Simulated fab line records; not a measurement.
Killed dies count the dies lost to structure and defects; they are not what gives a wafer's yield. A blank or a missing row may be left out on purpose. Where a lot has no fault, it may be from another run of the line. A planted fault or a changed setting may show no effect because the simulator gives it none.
Which tool did it?    flow n5 finfet    Sampling: 7 lots, 16 wafers, 2 of 1938 route steps

== WHAT THE GAUGES READ, wafer by wafer ==
N5_BEOL_M8_OVL_MEAS_29.
lot   measured      on          V7_OVL (nm)
L448  day 10 01:01  overlay-01  -0.7 -1.5
L449  day 10 11:16  overlay-01  -0.2 -0.9
L452  day 11 11:39  overlay-01  -0.9 0.1
L455  day 11 21:53  overlay-02  -0.5 -1.4
L457  day 12 13:55  overlay-01  -0.9 -0.1
L462  day 14 00:53  overlay-02  7.8 7.0 5.9
L467  day 15 07:19  overlay-01  -0.2 -0.6 -0.5

== EACH LOT AND THE TOOL THAT RAN IT (in order: tool; ch and the chambers of the sampled wafers; start) ==
lot   N5_BEOL_M8_EXPOSE_25
L448  euv scanner-02 ch 0, day 10 00:51
L449  euv scanner-02 ch 0, day 10 11:07
L452  euv scanner-01 ch 0, day 11 11:29
L455  euv scanner-01 ch 0, day 11 21:43
L457  euv scanner-01 ch 0, day 12 13:46
L462  euv scanner-02 ch 0, day 14 00:43
L467  euv scanner-01 ch 0, day 15 07:09
- N5_BEOL_M8_EXPOSE_25: exposes mask V7, target cd 40 nm.

== THE ANSWER, worked out from the rows above alone ==
Rule: the lots themselves supply what counts as usual. Put in order of their means at a reading, lots are off if they are a third of the lots or fewer, leave a main group of 4 or more, and stand apart from it by a gap of 3 or more times the standard deviation of the main group's means; of several such gaps the widest counts. Not used: any main group whose means are identical at the precision the tables above print for the reading. Also off: a lot with no number at a reading for which 4 or more lots have one. Any other lot the step has rows for is counted as sound.
Off: L462, at N5_BEOL_M8_OVL_MEAS_29 (V7_OVL). Main group: mean -0.7 nm, sd 0.27.
If a tool, at a process step before that reading, ran all the lots that are off and no sound lot after the first of them, it fits. Those tools and the gauges at N5_BEOL_M8_OVL_MEAS_29 are tried in the same way. 2 tools fit, euv scanner-02 at N5_BEOL_M8_EXPOSE_25 and overlay-02 at N5_BEOL_M8_OVL_MEAS_29, so this cannot tell which one it is.

== WHAT THE SIMULATOR PUT IN ==
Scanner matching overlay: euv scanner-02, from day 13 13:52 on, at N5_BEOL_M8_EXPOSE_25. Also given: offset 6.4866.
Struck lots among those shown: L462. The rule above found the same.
